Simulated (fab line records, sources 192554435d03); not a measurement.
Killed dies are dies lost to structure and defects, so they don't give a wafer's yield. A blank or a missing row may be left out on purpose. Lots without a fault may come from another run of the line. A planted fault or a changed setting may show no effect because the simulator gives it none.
Split-lot experiment | flow n5_finfet | 7 lots, 21 wafers read, on a route of 1938 steps

THE SPLIT
At N5_MIM_BOT_LITHO_EXPOSE_05 (exposes mask MIM BOT), the setting dose_mj was moved away from the recipe's 24.25 on 13 of the 21 wafers read, by -4.1% to +6.6%. The other wafers ran this setting at the recipe's value.

FROM THE SPLIT TO THE READING: what the file shows between them, 3 steps
- N5_MIM_BOT_LITHO_PEB_06
- N5_MIM_BOT_LITHO_DEVELOP_07: develop time 60 s
- N5_MIM_BOT_LITHO_HARDBAKE_09: time 120 s

THE READING
cd_nm, in nm, at N5_MIM_BOT_LITHO_CD_MEAS_08 (target cd 3000 nm). Fault-free wafers of this fab line usually give 3000.9 nm, standard deviation 1.9 nm.

wafer  | tool, chamber at the split | dose_mj as run | against the recipe | cd_nm, nm | against lot-mates on the recipe
L078.1 | krf_scanner-01, 0          | 24.25          | recipe             | 3001.7    | -
L078.2 | krf_scanner-01, 0          | 25.2           | +3.9%              | 3008.5    | +6.8
L078.6 | krf_scanner-01, 0          | 25.2           | +3.9%              | 3007.2    | +5.5
L080.1 | krf_scanner-01, 0          | 25.85          | +6.6%              | 3013.0    | +11.7
L080.2 | krf_scanner-01, 0          | 25.85          | +6.6%              | 3014.0    | +12.7
L080.6 | krf_scanner-01, 0          | 24.25          | recipe             | 3001.3    | -
L092.1 | krf_scanner-02, 0          | 24.25          | recipe             | 2999.0    | -
L092.3 | krf_scanner-02, 0          | 23.26          | -4.1%              | 2992.6    | -6.1
L092.4 | krf_scanner-02, 0          | 24.25          | recipe             | 2998.4    | -
L093.2 | krf_scanner-02, 0          | 25.67          | +5.9%              | 3007.4    | no lot-mate on the recipe
L093.5 | krf_scanner-02, 0          | 25.67          | +5.9%              | 3007.3    | no lot-mate on the recipe
L093.6 | krf_scanner-02, 0          | 25.67          | +5.9%              | 3009.3    | no lot-mate on the recipe
L094.3 | krf_scanner-01, 0          | 25.67          | +5.9%              | 3012.5    | +12.3
L094.4 | krf_scanner-01, 0          | 24.25          | recipe             | 3000.2    | -
L094.5 | krf_scanner-01, 0          | 25.67          | +5.9%              | 3013.4    | +13.2
L096.1 | krf_scanner-02, 0          | 24.25          | recipe             | 3002.8    | -
L096.5 | krf_scanner-02, 0          | 24.25          | recipe             | 2999.9    | -
L096.6 | krf_scanner-02, 0          | 24.25          | recipe             | 3001.6    | -
L097.2 | krf_scanner-02, 0          | 23.33          | -3.8%              | 2994.2    | no lot-mate on the recipe
L097.4 | krf_scanner-02, 0          | 23.33          | -3.8%              | 2991.4    | no lot-mate on the recipe
L097.5 | krf_scanner-02, 0          | 23.33          | -3.8%              | 2992.3    | no lot-mate on the recipe

THE FIT
A straight line over all 21 wafers: cd_nm changes by +1.83 nm for each +1% of dose_mj; r = +0.97; the points scatter about the line by 1.8 nm.
The same after taking each lot's own level away (the mean of its wafers on the recipe; 15 wafers): +1.86 nm for each +1%; r = +0.98; scatter 1.2 nm.
On that fit, the largest move of dose_mj shifts the reading by 12 nm.
The lots' own levels span 2998.70 to 3001.70 nm, that is 1.6 times the standard deviation above.
So the lot-to-lot level changes the slope little: the two slopes agree.
Check: with one of the wafers moved furthest among these (+6.6%) left out of the fit, the line predicts +12.7 nm for it against its lot-mates. It came out at +11.7 nm against them.

OTHER SPLITS ON THESE WAFERS
These wafers also went through other splits before the reading. Each is held against what the fit with the lots' levels taken away leaves over:
other split on the same wafers    | wafers away from the commonest value | r with cd_nm (lot level and that fit taken away)
N5_BEOL_M14_EXPOSE_25 dose_mj     | 5                                    | +0.23
N5_BEOL_M14_ETCH_68 time_s        | 8                                    | -0.37
N5_BEOL_M15_COAT_22 spin_rpm      | 9                                    | +0.02
N5_BEOL_M15_TRENCH_ETCH_34 time_s | 6                                    | +0.04

THE FILE'S OWN FIT
cd_nm changes by +1.86 nm for each +1% of dose_mj, r = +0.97.
